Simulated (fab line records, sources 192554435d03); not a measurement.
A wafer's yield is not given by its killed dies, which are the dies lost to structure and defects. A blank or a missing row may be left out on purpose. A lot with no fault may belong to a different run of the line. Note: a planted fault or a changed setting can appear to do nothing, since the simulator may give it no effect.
Which tool did it? ; flow n5_finfet ; 9 lots with 27 wafers sampled at 6 steps, on a route of 1938 steps

## WHAT THE GAUGES SHOWED, per wafer
N5_STI_FIN_REVEAL_INSPECT_13: inspects for defects (darkfield). Usual: raw_defect_count reads 12 (standard deviation 5.2).
lot;measured;on;raw_defect_count;flag
L222;day 2 14:11;defect_inspect-01;7 14 9;
L224;day 3 04:56;defect_inspect-02;11 14 12;
L230;day 4 14:13;defect_inspect-01;13 8 12;
L231;day 5 03:34;defect_inspect-01;10 16 6;
L232;day 5 04:23;defect_inspect-01;810 794 805;OFF
L234;day 5 13:07;defect_inspect-01;858 852 826;OFF
L236;day 6 05:04;defect_inspect-01;795 858 854;OFF
L239;day 6 20:43;defect_inspect-02;10 11 10;
L245;day 8 07:41;defect_inspect-01;15 17 17;

N5_BEOL_M4_RC_MEAS_101. Usual: DIBL_N 36.0 mV/V, standard deviation 1.7; DIBL_P 35.8 mV/V, standard deviation 2; IOFF_N 0.15 nA/um, standard deviation 0.03; IOFF_P 0.20 nA/um, standard deviation 0.037; ION_N 670 uA/um, standard deviation 12; ION_P 460 uA/um, standard deviation 7.2; SS_N 71.5 mV/dec, standard deviation 0.68; SS_P 73.2 mV/dec, standard deviation 0.65; VT_N 250 mV, standard deviation 3.1; VT_P -251 mV, standard deviation 3.4.
lot;measured;on;DIBL_N (mV/V);DIBL_P (mV/V);IOFF_N (nA/um);IOFF_P (nA/um);ION_N (uA/um);ION_P (uA/um);SS_N (mV/dec);SS_P (mV/dec);VT_N (mV);VT_P (mV);flag
L222;day 8 10:06;prober-01;36.0 37.1 36.7;37.1 37.0 36.6;0.17 0.18 0.18;0.24 0.23 0.23;684 682 669;471 464 467;71.4 71.3 71.6;73.4 73.3 73.3;249 248 249;-247 -248 -247;
L224;day 8 12:48;prober-01;34.3 35.8 36.6;33.3 34.4 34.3;0.12 0.15 0.15;0.16 0.17 0.16;668 677 646;456 457 440;71.9 72.1 72.3;72.0 72.7 72.8;251 247 252;-252 -253 -253;
L230;day 10 03:45;prober-01;37.8 40.1 37.4;37.9 41.5 36.9;0.17 0.24 0.17;0.24 0.30 0.21;666 692 683;464 474 464;72.3 72.6 72.0;73.3 74.2 73.6;249 244 252;-248 -246 -249;
L231;day 10 15:08;prober-02;36.1 35.6 36.9;34.8 35.0 34.9;0.18 0.16 0.18;0.23 0.23 0.23;668 691 671;458 471 458;71.5 71.1 72.4;73.4 73.6 73.5;247 248 250;-249 -247 -247;
L232;day 10 21:30;prober-01;37.7 36.0 34.8;38.1 35.1 33.7;0.19 0.15 0.13;0.27 0.21 0.18;687 656 678;477 455 462;71.5 71.8 71.3;73.5 72.4 73.1;248 249 251;-244 -249 -249;
L234;day 10 21:58;prober-02;34.8 37.0 32.8;35.7 37.5 32.3;0.13 0.16 0.10;0.19 0.21 0.14;672 676 658;462 459 451;71.4 72.0 71.4;73.5 73.7 71.9;251 249 255;-250 -248 -255;
L236;day 11 21:53;prober-02;34.5 37.2 37.5;34.6 37.2 38.0;0.12 0.16 0.16;0.16 0.19 0.20;667 676 672;455 457 460;71.1 71.5 72.1;72.6 72.8 73.8;252 250 252;-255 -254 -253;
L239;day 12 18:06;prober-02;34.7 36.5 36.4;33.5 35.0 35.7;0.13 0.15 0.15;0.19 0.22 0.22;671 647 658;460 448 456;71.4 72.0 71.8;72.2 72.6 72.8;252 251 251;-249 -247 -247;
L245;day 14 05:07;prober-02;36.1 32.9 36.1;37.4 33.9 37.3;0.16 0.12 0.16;0.21 0.17 0.20;685 672 681;467 457 460;71.8 70.4 71.1;73.0 72.3 73.9;251 252 249;-252 -252 -253;

## EACH LOT AND THE TOOL THAT RAN IT (in order: tool; ch and the chambers of the sampled wafers; start)
lot;N5_FIN_CUT_CUT_ETCH_15;N5_STI_FIN_REVEAL_STRIP_24;N5_STI_FIN_REVEAL_PRECLEAN_26;N5_STI_FIN_REVEAL_OXIDATION_31
L222;rie_si-03 ch 0,1,3, day 2 05:07;rie_diel-04 ch 0,1,2, day 2 11:11;wet_bench-05 ch 1,4,7, day 2 11:20;plasma_asher-02 ch 0,1, day 2 13:33
L224;rie_si-03 ch 0,1,2, day 2 19:37;rie_diel-03 ch 1,2,3, day 3 01:55;wet_bench-06 ch 1,3,6, day 3 02:04;plasma_asher-02 ch 0,1, day 3 04:19
L230;rie_si-01 ch 0,3, day 4 05:14;rie_diel-04 ch 1,2,3, day 4 11:13;wet_bench-05 ch 0,4,5, day 4 11:22;plasma_asher-01 ch 1, day 4 13:34
L231;rie_si-03 ch 1,3, day 4 16:14;rie_diel-03 ch 0,1,2, day 5 00:28;wet_bench-05 ch 0,2,7, day 5 00:37;plasma_asher-02 ch 0,1, day 5 02:55
L232;rie_si-01 ch 0,2,3, day 4 16:41;rie_diel-03 ch 1,2,3, day 5 00:55;wet_bench-05 ch 3,4,5, day 5 01:04;plasma_asher-01 ch 0,1, day 5 03:43
L234;rie_si-03 ch 0,1,2, day 5 03:59;rie_diel-04 ch 0,1,2, day 5 10:02;wet_bench-05 ch 0,5,6, day 5 10:11;plasma_asher-02 ch 0,1, day 5 12:26
L236;rie_si-01 ch 0,1,2, day 5 19:59;rie_diel-04 ch 1,2,3, day 6 02:02;wet_bench-05 ch 0,3,6, day 6 02:11;plasma_asher-01 ch 0,1, day 6 04:25
L239;rie_si-01 ch 1,2, day 6 10:16;rie_diel-03 ch 0,2, day 6 17:38;wet_bench-03 ch 1,2,6, day 6 17:47;plasma_asher-01 ch 0,1, day 6 20:02
L245;rie_si-03 ch 2,3, day 7 21:25;rie_diel-02 ch 0,1,2, day 8 04:28;wet_bench-06 ch 1,3,5, day 8 04:39;plasma_asher-01 ch 0,1, day 8 07:01
- N5_FIN_CUT_CUT_ETCH_15: etches Si in HBr/Cl2/O2, target depth 100 nm, bt time 10 s, time 42.4 s.
- N5_STI_FIN_REVEAL_STRIP_24: strips in N2/H2, time 90 s.
- N5_STI_FIN_REVEAL_PRECLEAN_26: cleans in SC1, time 45 s.
- N5_STI_FIN_REVEAL_OXIDATION_31: chemistry O2 PLASMA REMOTE, time 20 s.

## WHAT THE TOOLS THEMSELVES READ (means of the sampled wafers that have a number; where no wafer has one, the mark that the record gives instead)
N5_FIN_CUT_CUT_ETCH_15. Usual: O2_flow_sccm 12.00 sccm, standard deviation 0.038; drypump_motor_current_A 5.7 A, standard deviation 0.37; oes_product_au 1.001 a.u., standard deviation 0.015; throttle_valve_pct 37.1 %, standard deviation 0.35.
lot;tool;O2_flow_sccm (sccm);drypump_motor_current_A (A);oes_product_au (a.u.);throttle_valve_pct (%);flag
L222;rie_si-03;12.00;5.9;0.997;37.0;
L224;rie_si-03;11.99;5.9;1.005;37.0;
L230;rie_si-01;12.03;5.2;1.009;37.4;
L231;rie_si-03;12.00;5.9;1.008;37.1;
L232;rie_si-01;12.00;5.3;1.003;37.0;
L234;rie_si-03;12.04;5.9;1.000;37.0;
L236;rie_si-01;12.00;5.5;1.003;37.0;
L239;rie_si-01;11.98;5.4;1.003;36.7;
L245;rie_si-03;11.99;6.0;1.013;37.1;

N5_STI_FIN_REVEAL_STRIP_24. Usual: drypump_motor_current_A 5.8 A, standard deviation 0.42; oes_product_au 0.78 a.u., standard deviation 0.095; rf_vpp_V 45.3 V, standard deviation 0.88; showerhead_plenum_p_Torr 3.38 Torr, standard deviation 0.11; throttle_valve_pct 12.23 %, standard deviation 0.24.
lot;tool;drypump_motor_current_A (A);oes_product_au (a.u.);rf_vpp_V (V);showerhead_plenum_p_Torr (Torr);throttle_valve_pct (%);flag
L222;rie_diel-04;5.8;0.74;44.9;3.35;12.25;
L224;rie_diel-03;5.7;0.79;46.0;3.42;12.29;
L230;rie_diel-04;5.8;0.80;44.8;3.39;12.18;
L231;rie_diel-03;5.6;0.69;44.8;3.37;12.53;
L232;rie_diel-03;5.7;0.77;45.0;3.41;12.34;
L234;rie_diel-04;5.8;0.83;46.6;3.47;12.09;
L236;rie_diel-04;5.8;0.78;45.9;3.38;12.22;
L239;rie_diel-03;5.4;0.67;44.7;3.32;12.57;
L245;rie_diel-02;5.8;0.77;45.5;3.29;12.23;

N5_STI_FIN_REVEAL_OXIDATION_31. Usual: drypump_motor_current_A 5.67 A, standard deviation 0.2; heater_power_w 143 W, standard deviation 21.
lot;tool;drypump_motor_current_A (A);heater_power_w (W);flag
L222;plasma_asher-02;5.66;159;
L224;plasma_asher-02;5.85;169;
L230;plasma_asher-01;5.75;128;
L231;plasma_asher-02;5.84;170;
L232;plasma_asher-01;5.60;131;
L234;plasma_asher-02;5.66;154;
L236;plasma_asher-01;5.58;130;
L239;plasma_asher-01;5.57;131;
L245;plasma_asher-01;5.60;131;

## THE ANSWER, worked out from the rows above alone
Rule: a lot is off if the mean of its wafers that have a number lies more than 3 standard deviations from the usual mean. Also off: a lot with no number at a reading for which 4 or more lots have one. Any other lot the step has rows for is counted as sound. First the gauges in route order, then the tools' own readings, where a lot's mean is used as printed above. The first step at which some lot is off is used, and at that step the reading that is off furthest; a lot without a number counts as furthest.
Off: L232, L234, L236 (N5_STI_FIN_REVEAL_INSPECT_13, raw_defect_count).
If a tool, at a process step before that reading, ran all the lots that are off and no sound lot after the first of them, it fits. The gauges at N5_STI_FIN_REVEAL_INSPECT_13 are tried like those tools. One candidate fits, namely wet_bench-05 at N5_STI_FIN_REVEAL_PRECLEAN_26. A fault onset in the window from L231 (day 5 00:37, its last sound lot) to L232 (day 5 01:04, its first lot off) fits.

## WHAT THE SIMULATOR HAD INSERTED
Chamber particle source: wet_bench-05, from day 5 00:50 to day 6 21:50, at N5_STI_FIN_REVEAL_PRECLEAN_26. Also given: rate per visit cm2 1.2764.
Struck lots among those shown: L232, L234, L236. The rule above reached the same finding.
